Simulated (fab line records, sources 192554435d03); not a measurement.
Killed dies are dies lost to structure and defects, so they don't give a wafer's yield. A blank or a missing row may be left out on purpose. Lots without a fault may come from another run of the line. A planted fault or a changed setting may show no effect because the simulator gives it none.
Problem report in the 8D (eight disciplines) form, filled by code | flow n5_finfet | the parts of the form that need people (team, actions taken, sign-off) are left out

1. THE PROBLEM
killed_at_M4_up at N5_PASSIVATION_PROBE_49 reads a mean of 231 on 4 wafers of 2 lots; wafers without a fault read 14 with a standard deviation of 5.7. That is +38 standard deviations from the usual mean.
First seen on wafer L166.1, day 15 00:46, on prober-02. The record holds 6 wafers of 2 lots with a number at this step. Rule for "out", or "out of limits": more than 4 standard deviations from the usual mean. The other wafers with a number count as sound.

2. WHAT IT IS AND WHAT IT IS NOT
question                    | is                                                                                                                      | is not
which readings at this step | killed_at_M4_up, defect_limited_yield, killed_dies, sort_bin_5_function, sort_bin_6_memory, sort_n_pass, sort_yield_pct | killed_at_M0_to_M3, killed_at_contacts, killed_at_front_end, killed_at_other, killed_open
which lots                  | L166, L167                                                                                                              | -
which wafers of those lots  | L166.1, L166.6, L167.1, L167.3                                                                                          | L166.5, L167.2
read on which tools         | prober-02                                                                                                               | -
when                        | from day 15 00:46                                                                                                       | up to then (0 sound wafers); but 2 sound wafers of L166, L167 came after

3. SUSPECTS, AND WHAT RULES EACH OUT
Counting: a tool at a process step up to the reading stays a suspect if it ran every lot that is out. Sound lots after the first of them don't rule it out here, since some wafers of a struck lot are sound.
- ecd_cu-01 at N5_BEOL_M5_ECD_50 (material Cu, target thk 300 nm): kept. It ran every lot that is out, first L166 (day 11 01:55).
- prober-02 at N5_PASSIVATION_PROBE_49: kept. It ran every lot that is out, first L166 (day 15 00:46). Its own readings are out on those wafers: defect_limited_yield, killed_at_M4_up, killed_dies, sort_bin_5_function, sort_bin_6_memory, sort_n_pass, sort_yield_pct.
Left after counting: ecd_cu-01 at N5_BEOL_M5_ECD_50, prober-02 at N5_PASSIVATION_PROBE_49.

4. THE CAUSE (what the simulator had put in)
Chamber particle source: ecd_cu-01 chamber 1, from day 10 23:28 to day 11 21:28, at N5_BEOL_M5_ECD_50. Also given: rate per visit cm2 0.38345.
Counting left 2 suspects, and this tool is among them.

5. THE CHAIN OF EFFECTS, in route order
Each row: a reading whose mean over the struck wafers that have a number lies more than 3 standard deviations from the usual. Only readings for which the record gives a usual standard deviation are gone through. hours: the time from each lot's start at the first step in this table that gives one to its start at this step, as a median over the lots. sigmas: the change in usual standard deviations.
hours | step                    | reading              | usual  | on struck wafers | change | sigmas
0     | N5_PASSIVATION_PROBE_49 | defect_limited_yield | 91.1 % | 73.5             | -17.6  | -14
0     | N5_PASSIVATION_PROBE_49 | killed_at_M4_up      | 14     | 231              | +217   | +38
0     | N5_PASSIVATION_PROBE_49 | killed_dies          | 105    | 312              | +208   | +14
0     | N5_PASSIVATION_PROBE_49 | killed_on_rim        | 14     | 36               | +22    | +5.2
0     | N5_PASSIVATION_PROBE_49 | sort_bin_5_function  | 5.3 %  | 15.5             | +10.2  | +13
0     | N5_PASSIVATION_PROBE_49 | sort_bin_6_memory    | 3.3 %  | 9.7              | +6.4   | +8.6
0     | N5_PASSIVATION_PROBE_49 | sort_n_pass          | 1075   | 868              | -208   | -14
0     | N5_PASSIVATION_PROBE_49 | sort_yield_pct       | 91.1 % | 73.5             | -17.6  | -14
The process steps in it:
- N5_PASSIVATION_PROBE_49

6. WHAT WOULD HAVE CAUGHT IT SOONER
In this record the first reading out of limits was taken at day 15 00:46, 97 hours after the fault began at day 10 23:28.
All the lots that are out (2) had begun N5_BEOL_M5_ECD_50 on ecd_cu-01 by day 15 00:46. A hold on the tool at that time would have spared none of them.
